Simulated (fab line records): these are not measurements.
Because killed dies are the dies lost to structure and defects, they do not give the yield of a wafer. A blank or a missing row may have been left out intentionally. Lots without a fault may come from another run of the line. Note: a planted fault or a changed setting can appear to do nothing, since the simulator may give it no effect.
One fault through the eyes of 2 desks -- flow n5-finfet -- each desk has only its own numbers; what lay behind them comes last

== AT THE METROLOGY DESK ==
Means of the sampled wafers that have a number, per lot and without regard to the tool the lot ran on: this is what the gauges read. If a lot's mean is further than 4 standard deviations from the usual mean, the lot is out of limits and carries the mark OUT (the distance appears in the brackets).
Columns: A = cd-nm at N5_BEOL_M12_CD_MEAS_10, usual 139.8 nm; B = cd-nm at N5_BEOL_M12_CD_MEAS_17, usual 140.1 nm
lot,first seen here,A,B
L453,day 10 11:13,139.8,140.4
L452,day 10 16:28,138.9,138.4
L456,day 11 19:14,140.7,140.8
L459,day 12 00:48,139.8,139.9
L461,day 12 21:45,139.9,139.3
L460,day 12 21:55,137.1,137.6
L465,day 13 19:55,142.0,142.8
L469,day 14 18:32,139.9,141.0
L470,day 15 01:30,139.5,139.9
L471,day 15 07:13,140.5,140.6
L474,day 16 09:29,138.6,139.0
Finding of this desk: none of the 11 lots has anything out of limits.

== DESK OF THE TOOL OWNER: litho-track-04 ==
The tool's own readings at N5_BEOL_M12_COAT_65 (time 60 s, resist thk 300 nm): means of the sampled wafers that have a number, for each lot that ran on this tool. If a lot's mean is further than 4 standard deviations from the usual mean, the lot is out of limits and carries the mark OUT (the distance appears in the brackets).
Columns: A = chill-plate-temp-C at N5_BEOL_M12_COAT_65, usual 23.01 C; B = dispense-pressure-kPa at N5_BEOL_M12_COAT_65, usual 50 kPa; C = spin-speed-rpm at N5_BEOL_M12_COAT_65, usual 1499.9 rpm
lot,first seen here,A,B,C
L456,day 11 19:55,22.99,54,1500.1
L461,day 12 22:23,23.02,54,1499.7
L460,day 12 22:32,22.93,54,1500.3
L465,day 13 20:41,23.03,54,1450.0 (-50) OUT
Finding of this desk: L465 out of limits; the first was L465 at day 13 20:41, on spin-speed-rpm at N5_BEOL_M12_COAT_65. Within limits: L456, L461, L460.

== BROUGHT TOGETHER ==
The tool owner's desk could have raised an alarm at day 13 20:41, on L465.
At the metrology desk, nothing out of limits was observed.
The metrology desk has L465 on record, within its limits.
On litho-track-04, each named lot ran N5_BEOL_M12_COAT_65.

== WHAT WAS PUT IN BY THE SIMULATOR ==
Process parameter drift: litho-track-04, from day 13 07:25 on, at N5_BEOL_M12_COAT_65. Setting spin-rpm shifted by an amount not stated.
Shown lots that were struck: L465.
Hours from the fault's start to each desk's first reading out of limits: the tool owner's desk, 13.
